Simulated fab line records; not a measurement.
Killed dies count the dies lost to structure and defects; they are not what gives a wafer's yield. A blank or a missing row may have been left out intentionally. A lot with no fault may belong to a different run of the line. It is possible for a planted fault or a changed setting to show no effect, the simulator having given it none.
Code-filled problem report in 8D (eight disciplines) form	flow n5-finfet	the parts of the form that need people (team, actions taken, sign-off) are left out

## 1. WHAT WENT WRONG
At N5_BEOL_M11_ETCH_65, oes-product-au averages 0.32 a.u. over 5 wafers from 2 lots, while fault-free wafers read 0.68 a.u., standard deviation 0.074. Measured from the usual mean, that is -4.9 standard deviations.
The step: etches SiARC in CF4, target depth 39 nm, time 65 s.
Seen first at day 15 02:14 on rie-diel-06, wafer L728.2. Wafers with a number at this step in the record: 41, from 14 lots. By rule, "out" or "out of limits" means more than 4 standard deviations away from the usual mean. All remaining wafers that have a number are taken as sound.

## 2. WHAT IT IS AND WHAT IT IS NOT
question	is	is not
which readings at this step	oes-product-au	drypump-motor-current-A, etch-rf-on-time-s, rf-fwd-power-W, showerhead-plenum-p-Torr, throttle-valve-pct
which lots	L727, L728	L716, L717, L719, L720, L721, L722, L723, L724, L731, L734, L735, L736
which wafers of those lots	all that have a number	-
read on which tools	rie-diel-06	rie-diel-01, rie-diel-03
when	from day 15 02:14	up to then (24 sound wafers); but 12 sound wafers of L731, L734, L735, L736 came after

## 3. WHAT RULES OUT EACH SUSPECT
Counting: a tool stays on the suspect list if, at a process step up to the reading, it processed all lots that are out and no sound lot following the first of them.
- arfi-scanner-01 at N5_BEOL_M11_EXPOSE_25 (exposes mask V10): ruled out as a lasting fault. After its first lot that is out, L728 (day 15 01:59), sound lots L734, L735 ran on it.
- rie-diel-06 at N5_BEOL_M11_ETCH_65 (etches SiARC in CF4, target depth 39 nm, time 65 s): ruled out as a lasting fault. After its first lot that is out, L728 (day 15 02:14), sound lots L731, L735 ran on it.
Left after counting: nothing in the record.

## 4. THE CAUSE (what the simulator had put in)
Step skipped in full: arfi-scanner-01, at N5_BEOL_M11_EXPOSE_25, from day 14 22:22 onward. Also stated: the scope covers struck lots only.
Counting ruled it out, wrongly: the rule takes a fault to strike every lot that its tool runs from its start on, and this one did not.

## 5. THE EFFECT CHAIN, in route order
Rows list readings where the struck wafers' mean (over those with a number) sits beyond 3 standard deviations from the usual. Readings are gone through only where the record gives a usual standard deviation; hours: the median, over the lots, of the time from a lot's start at the first step in this table giving one to that lot's start at this step; sigmas: the change measured in usual standard deviations.
hours	step	reading	usual	on struck wafers	change	sigmas
0	N5_BEOL_M11_ETCH_65	oes-product-au	0.68 a.u.	0.32	-0.36	-4.9
Process steps it contains:
- N5_BEOL_M11_ETCH_65: etches SiARC in CF4, target depth 39 nm, time 65 s.
Readings that are blank on the struck wafers while sound wafers have them: exposure-dose-mJ-cm2 at N5_BEOL_M11_EXPOSE_25; focus-offset-nm at N5_BEOL_M11_EXPOSE_25; cd-nm at N5_BEOL_M11_CD_MEAS_28.

## 6. HOW IT WOULD HAVE BEEN CAUGHT EARLIER
4 hours passed between the start of the fault at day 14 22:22 and the first reading out of limits in this record, taken at day 15 02:14.
Between N5_BEOL_M11_EXPOSE_25 and N5_BEOL_M11_ETCH_65, N5_BEOL_M11_CD_MEAS_28 gave no cd-nm on the struck wafers, where sound wafers have one: a measuring or inspecting step that comes back empty is itself a sign.
At N5_BEOL_M11_EXPOSE_25 the tool's readings are blank on the struck wafers, where sound wafers have them: an empty tool record is the first sign, and it was there at once.
